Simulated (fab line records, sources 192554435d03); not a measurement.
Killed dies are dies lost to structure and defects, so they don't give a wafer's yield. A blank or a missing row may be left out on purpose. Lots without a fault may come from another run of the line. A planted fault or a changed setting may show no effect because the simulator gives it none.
Which tool did it? | flow n5_finfet | 10 lots, 30 wafers sampled, at 1 step of a route of 1938

WHAT THE GAUGES READ, wafer by wafer
N5_BEOL_M4_THK_MEAS_01.
lot  | measured     | on            | M4_ILD_THK (nm)
L593 | day 7 14:26  | film_metro-01 | 78.0 79.8 78.5
L595 | day 8 03:38  | film_metro-02 | 77.2 78.8 77.5
L598 | day 9 04:18  | film_metro-01 | 78.3 78.0 78.6
L599 | day 9 17:08  | film_metro-01 | 78.0 76.8 79.1
L601 | day 9 20:29  | film_metro-02 | 77.9 78.1 79.2
L609 | day 11 20:24 | film_metro-01 | 78.1 78.4 79.4
L611 | day 12 00:59 | film_metro-01 | 77.5 78.0 79.3
L612 | day 12 21:38 | film_metro-01 | 78.9 78.9 79.4
L615 | day 13 04:41 | film_metro-02 | 78.3 79.6 78.2
L614 | day 13 12:31 | film_metro-01 | 78.5 80.1 79.0

WHICH TOOL RAN EACH LOT (tool, then ch and the chambers of the sampled wafers, then the start)
The record holds no process step before these readings.

THE ANSWER, worked out from the rows above alone
Rule: what is usual is taken from the lots themselves. Put in order of their means at a reading, lots are off if they are a third of the lots or fewer, leave a main group of 4 or more, and stand apart from it by a gap of 3 or more times the standard deviation of the main group's means; of several such gaps the widest counts. A main group whose means are all the same, to the digits that the tables above print for the reading, isn't used. A lot without any number at a reading at which 4 lots or more have one is off too. The other lots that the step has rows for count as sound.
No lot is off at any reading shown: from this, nothing can be told.

WHAT THE SIMULATOR HAD PUT IN
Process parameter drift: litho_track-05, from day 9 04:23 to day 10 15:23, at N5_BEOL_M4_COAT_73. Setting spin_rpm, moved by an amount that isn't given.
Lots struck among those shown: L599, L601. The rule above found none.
